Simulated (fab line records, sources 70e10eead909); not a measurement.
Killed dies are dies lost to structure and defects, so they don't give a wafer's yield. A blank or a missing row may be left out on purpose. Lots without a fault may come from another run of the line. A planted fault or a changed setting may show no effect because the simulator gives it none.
Which tool did it? | flow nand_harc | 6 lots, 18 wafers sampled, at 4 steps of a route of 1159

WHAT THE GAUGES READ, wafer by wafer
NHARC_END_SORT_01.
lot  | measured     | on        | sort_bin_3_pct (%)
L879 | day 21 00:21 | prober-02 | 0.30 0 0.44
L878 | day 21 10:20 | prober-01 | 0.15 0.30 0
L893 | day 24 14:53 | prober-02 | 0.44 0.30 0.89

WHICH TOOL RAN EACH LOT (tool, then ch and the chambers of the sampled wafers, then the start)
lot  | NHARC_THIN_TSV_ETCH_44             | NHARC_THIN_TSV_STRIP_62              | NHARC_THIN_TSV_PRE_CLEAN_50
L876 | rie_diel-07 ch 1,2, day 19 08:47   | plasma_asher-02 ch 0,1, day 19 11:24 | pvd_sputter-01, no start
L879 | rie_diel-06 ch 0,1,3, day 20 11:02 | plasma_asher-01 ch 0,1, day 20 13:23 | pvd_sputter-01, day 21 00:21 or earlier
L878 | rie_diel-11 ch 0,1,2, day 20 18:30 | plasma_asher-01 ch 0,1, day 20 21:22 | pvd_sputter-02, day 21 10:20 or earlier
L884 | rie_diel-11 ch 0,2,3, day 21 09:37 | plasma_asher-02 ch 0,1, day 21 11:52 | pvd_sputter-02, no start
L893 | rie_diel-06 ch 0,1, day 23 23:38   | plasma_asher-01 ch 0, day 24 02:02   | pvd_sputter-02, day 24 14:53 or earlier
L895 | rie_diel-07 ch 0,2, day 24 10:34   | plasma_asher-02 ch 0, day 24 12:54   | pvd_sputter-01, no start
- NHARC_THIN_TSV_ETCH_44: etches the open film in CF4/O2, target depth 1594.2 nm, time 797.1 s.
- NHARC_THIN_TSV_STRIP_62: strips in N2/H2, time 20 s.
- NHARC_THIN_TSV_PRE_CLEAN_50: time 30 s.

THE ANSWER, worked out from the rows above alone
Rule: what is usual is taken from the lots themselves. Put in order of their means at a reading, lots are off if they are a third of the lots or fewer, leave a main group of 4 or more, and stand apart from it by a gap of 3 or more times the standard deviation of the main group's means; of several such gaps the widest counts. A main group whose means are all the same, to the digits that the tables above print for the reading, isn't used. A lot without any number at a reading at which 4 lots or more have one is off too. The other lots that the step has rows for count as sound.
No lot is off at any reading shown: from this, nothing can be told.

WHAT THE SIMULATOR HAD PUT IN
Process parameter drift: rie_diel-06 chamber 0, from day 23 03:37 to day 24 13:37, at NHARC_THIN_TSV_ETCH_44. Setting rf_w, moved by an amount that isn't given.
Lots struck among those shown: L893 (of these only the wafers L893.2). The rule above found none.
